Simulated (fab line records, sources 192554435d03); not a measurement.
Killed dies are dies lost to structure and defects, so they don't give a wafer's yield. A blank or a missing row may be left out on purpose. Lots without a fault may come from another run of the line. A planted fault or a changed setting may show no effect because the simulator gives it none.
Which tool did it? | flow n5_finfet | 9 lots, 27 wafers sampled, at 6 steps of a route of 1938

WHAT THE GAUGES READ, wafer by wafer
N5_BEOL_M0_CUTY_CD_MEAS_57: target cd 200 nm.
lot  | measured     | on        | cd_nm (nm)
L103 | day 5 23:46  | cd_sem-01 | 200.8 201.2 200.8
L104 | day 6 05:14  | cd_sem-01 | 201.4 202.8 201.9
L112 | day 8 02:55  | cd_sem-02 | 200.7 202.0 201.0
L116 | day 9 11:05  | cd_sem-03 | 202.0 201.9 201.2
L117 | day 9 11:22  | cd_sem-01 | 202.0 202.9 202.9
L118 | day 9 16:42  | cd_sem-02 | 201.4 199.8 200.4
L120 | day 10 04:48 | cd_sem-02 | 200.0 201.5 201.5
L123 | day 10 23:43 | cd_sem-03 | 199.6 199.9 200.3
L125 | day 11 15:13 | cd_sem-01 | 202.6 200.9 200.3

N5_BEOL_M0_CUTY_INSPECT_59: inspects for defects (macro).
lot  | measured     | on                | raw_defect_count
L103 | day 5 23:50  | defect_inspect-01 | 0 0 6
L104 | day 6 05:17  | defect_inspect-02 | 4 1 3
L112 | day 8 02:59  | defect_inspect-02 | 3 25 1
L116 | day 9 11:08  | defect_inspect-02 | 1 3 2
L117 | day 9 11:26  | defect_inspect-02 | 0 1 1
L118 | day 9 16:46  | defect_inspect-02 | 7 5 1
L120 | day 10 04:52 | defect_inspect-02 | 0 2 1
L123 | day 10 23:46 | defect_inspect-02 | 3 2 2
L125 | day 11 15:16 | defect_inspect-02 | 1 4 3

N5_BEOL_M4_RC_MEAS_101.
lot  | measured     | on        | DIBL_N (mV/V)  | DIBL_P (mV/V)  | IOFF_N (nA/um) | IOFF_P (nA/um) | ION_N (uA/um) | ION_P (uA/um) | SS_N (mV/dec)  | SS_P (mV/dec)  | VT_N (mV)   | VT_P (mV)
L103 | day 8 20:34  | prober-02 | 38.5 38.2 37.8 | 39.0 39.0 37.4 | 0.19 0.21 0.19 | 0.25 0.24 0.22 | 671 675 667   | 461 460 457   | 71.5 71.9 72.0 | 73.3 74.6 73.4 | 250 245 250 | -250 -250 -249
L104 | day 9 03:59  | prober-02 | 36.8 36.4 38.0 | 37.0 36.0 38.4 | 0.15 0.14 0.18 | 0.20 0.18 0.21 | 660 666 667   | 460 460 457   | 72.2 71.8 72.5 | 73.1 73.5 73.6 | 252 253 251 | -253 -255 -253
L112 | day 10 23:26 | prober-01 | 36.1 34.9 35.9 | 37.0 35.6 35.9 | 0.14 0.12 0.13 | 0.20 0.18 0.19 | 658 649 659   | 454 449 455   | 70.6 71.2 71.2 | 73.7 73.3 73.3 | 254 256 251 | -250 -251 -254
L116 | day 12 16:13 | prober-01 | 36.7 35.1 37.1 | 38.6 35.9 38.7 | 0.16 0.14 0.19 | 0.23 0.18 0.23 | 667 662 691   | 458 453 466   | 71.5 72.0 71.7 | 74.3 74.2 74.5 | 250 252 245 | -251 -257 -253
L117 | day 12 05:52 | prober-02 | 38.3 36.7 38.1 | 41.0 38.9 40.2 | 0.20 0.19 0.22 | 0.29 0.27 0.29 | 686 693 693   | 484 477 479   | 72.5 71.0 71.9 | 74.2 73.6 73.2 | 246 246 241 | -244 -244 -246
L118 | day 12 08:33 | prober-02 | 34.4 36.2 34.7 | 35.6 37.1 35.4 | 0.13 0.15 0.13 | 0.18 0.22 0.18 | 669 677 654   | 461 474 457   | 69.5 71.6 71.0 | 72.7 73.1 73.0 | 251 249 251 | -253 -247 -251
L120 | day 12 23:07 | prober-02 | 38.5 36.2 35.7 | 35.5 32.7 33.9 | 0.19 0.14 0.16 | 0.22 0.17 0.20 | 677 662 686   | 463 453 471   | 73.4 71.1 71.4 | 73.6 72.6 72.8 | 249 253 250 | -246 -251 -249
L123 | day 13 14:30 | prober-02 | 38.1 39.6 37.0 | 36.4 38.4 35.7 | 0.17 0.20 0.15 | 0.25 0.29 0.23 | 687 671 683   | 471 462 470   | 71.4 72.5 70.7 | 73.9 73.2 73.3 | 247 250 249 | -248 -247 -248
L125 | day 15 19:44 | prober-01 | 36.6 36.8 35.9 | 36.4 35.9 35.0 | 0.15 0.16 0.14 | 0.19 0.20 0.18 | 669 682 670   | 454 464 455   | 71.8 71.9 71.6 | 72.8 73.6 73.4 | 251 248 251 | -252 -253 -254

WHICH TOOL RAN EACH LOT (tool, then ch and the chambers of the sampled wafers, then the start)
lot  | N5_BEOL_M0_SAQP_SPACER2_ALD_26    | N5_BEOL_M0_SAQP_CUT_ETCH_46        | N5_BEOL_M0_ETCH_128
L103 | ald_sin-03 ch 2,3, day 5 20:50    | rie_diel-05 ch 0,2,3, day 5 22:14  | rie_diel-04 ch 1,2,3, day 6 02:58
L104 | ald_sin-01 ch 1,2,3, day 6 02:25  | rie_diel-06 ch 0,2,3, day 6 03:53  | rie_diel-01 ch 0,1, day 6 08:32
L112 | ald_sin-02 ch 1,2,3, day 8 00:17  | rie_diel-05 ch 0,1,2, day 8 01:33  | rie_diel-02 ch 1,2,3, day 8 04:54
L116 | ald_sin-02 ch 0,1,3, day 9 08:21  | rie_diel-03 ch 2,3, day 9 09:46    | rie_diel-02 ch 0,1,2, day 9 13:19
L117 | ald_sin-03 ch 0,1,2, day 9 08:47  | rie_diel-06 ch 1,2,3, day 9 10:11  | rie_diel-04 ch 0,2,3, day 9 12:58
L118 | ald_sin-01 ch 1,2,3, day 9 13:58  | rie_diel-03 ch 1,2,3, day 9 15:25  | rie_diel-01 ch 0,2,3, day 9 18:47
L120 | ald_sin-02 ch 0,1, day 10 02:00   | rie_diel-06 ch 0,2,3, day 10 03:31 | rie_diel-02 ch 0,2, day 10 07:59
L123 | ald_sin-01 ch 0,1,2, day 10 21:20 | rie_diel-05 ch 1,2, day 10 22:35   | rie_diel-04 ch 1,2, day 11 02:57
L125 | ald_sin-03 ch 0,1,2, day 11 12:22 | rie_diel-03 ch 0,1,2, day 11 13:38 | rie_diel-02 ch 0,1,3, day 11 18:40
- N5_BEOL_M0_SAQP_SPACER2_ALD_26: deposits SiO2, target thk 15 nm, pulse time 1 s, purge time 2 s.
- N5_BEOL_M0_SAQP_CUT_ETCH_46: etches SOC in N2/H2, target depth 135 nm, overetch 27 nm, time 202.5 s.
- N5_BEOL_M0_ETCH_128: etches SiCN in CF4/N2, target depth 12 nm, overetch 5.1 nm, time 21.4 s.

WHAT THE TOOLS THEMSELVES READ (means of the sampled wafers that have a number; where no wafer has one, the mark that the record gives instead)
N5_BEOL_M0_SAQP_SPACER2_ALD_26.
lot  | tool       | heater_power_w (W) | precursor_pulse_height_rel
L103 | ald_sin-03 | 443                | 1.013
L104 | ald_sin-01 | 463                | 1.010
L112 | ald_sin-02 | 481                | 0.998
L116 | ald_sin-02 | 491                | 1.010
L117 | ald_sin-03 | 444                | 1.006
L118 | ald_sin-01 | 473                | 1.017
L120 | ald_sin-02 | 529                | 1.004
L123 | ald_sin-01 | 507                | 0.984
L125 | ald_sin-03 | 446                | 0.989

N5_BEOL_M0_SAQP_CUT_ETCH_46.
lot  | tool        | drypump_motor_current_A (A) | n2_flow_sccm (sccm) | rf_vpp_V (V) | showerhead_plenum_p_Torr (Torr) | throttle_valve_pct (%)
L103 | rie_diel-05 | 5.5                         | 199.9               | 524.6        | 2.56                            | 17.74
L104 | rie_diel-06 | 5.9                         | 200.2               | 525.7        | 2.62                            | 17.78
L112 | rie_diel-05 | 5.7                         | 199.8               | 523.8        | 2.53                            | 17.67
L116 | rie_diel-03 | 5.8                         | 199.9               | 522.4        | 2.51                            | 17.59
L117 | rie_diel-06 | 5.7                         | 199.0               | 523.7        | 2.52                            | 17.97
L118 | rie_diel-03 | 5.6                         | 200.4               | 523.0        | 2.52                            | 17.56
L120 | rie_diel-06 | 5.9                         | 199.5               | 526.0        | 2.61                            | 17.85
L123 | rie_diel-05 | 5.4                         | 199.9               | 524.3        | 2.55                            | 17.57
L125 | rie_diel-03 | 5.7                         | 200.5               | 521.2        | 2.47                            | 17.55

N5_BEOL_M0_ETCH_128.
lot  | tool        | cf4_flow_sccm (sccm) | drypump_motor_current_A (A) | n2_flow_sccm (sccm) | oes_product_au (a.u.) | rf_vpp_V (V) | showerhead_plenum_p_Torr (Torr) | throttle_valve_pct (%)
L103 | rie_diel-04 | 60.06                | 6.0                         | 60.00               | 0.54                  | 382.7        | 2.22                            | 15.38
L104 | rie_diel-01 | 59.87                | 5.0                         | 59.91               | 0.50                  | 382.1        | 2.19                            | 15.52
L112 | rie_diel-02 | 59.94                | 5.7                         | 60.00               | 0.50                  | 380.4        | 2.17                            | 15.50
L116 | rie_diel-02 | 59.83                | 5.6                         | 59.94               | 0.51                  | 379.7        | 2.14                            | 15.50
L117 | rie_diel-04 | 59.98                | 5.8                         | 60.12               | 0.57                  | 382.5        | 2.23                            | 15.26
L118 | rie_diel-01 | 60.07                | 5.4                         | 60.11               | 0.54                  | 384.4        | 2.28                            | 15.31
L120 | rie_diel-02 | 59.94                | 5.5                         | 59.96               | 0.49                  | 380.7        | 2.16                            | 15.53
L123 | rie_diel-04 | 60.08                | 6.2                         | 60.18               | 0.51                  | 382.5        | 2.22                            | 15.55
L125 | rie_diel-02 | 60.02                | 5.5                         | 60.05               | 0.55                  | 381.0        | 2.20                            | 15.26

THE ANSWER, worked out from the rows above alone
Rule: what is usual is taken from the lots themselves. Put in order of their means at a reading, lots are off if they are a third of the lots or fewer, leave a main group of 4 or more, and stand apart from it by a gap of 3 or more times the standard deviation of the main group's means; of several such gaps the widest counts. A main group whose means are all the same, to the digits that the tables above print for the reading, isn't used. A lot without any number at a reading at which 4 lots or more have one is off too. The other lots that the step has rows for count as sound. The gauges are gone through in route order, then the tools' own readings, and for those a lot's mean is taken as printed above. The first step at which some lot is off is used, and at that step the reading that is off furthest; a lot without a number counts as furthest.
Off: L112, at N5_BEOL_M0_CUTY_INSPECT_59 (raw_defect_count). The main group: mean 2.2, standard deviation 1.1.
A tool fits if, at a process step before that reading, it ran every lot that is off, and no sound lot after the first of them. The gauges at N5_BEOL_M0_CUTY_INSPECT_59 are tried like those tools. None of those tried fits.

WHAT THE SIMULATOR HAD PUT IN
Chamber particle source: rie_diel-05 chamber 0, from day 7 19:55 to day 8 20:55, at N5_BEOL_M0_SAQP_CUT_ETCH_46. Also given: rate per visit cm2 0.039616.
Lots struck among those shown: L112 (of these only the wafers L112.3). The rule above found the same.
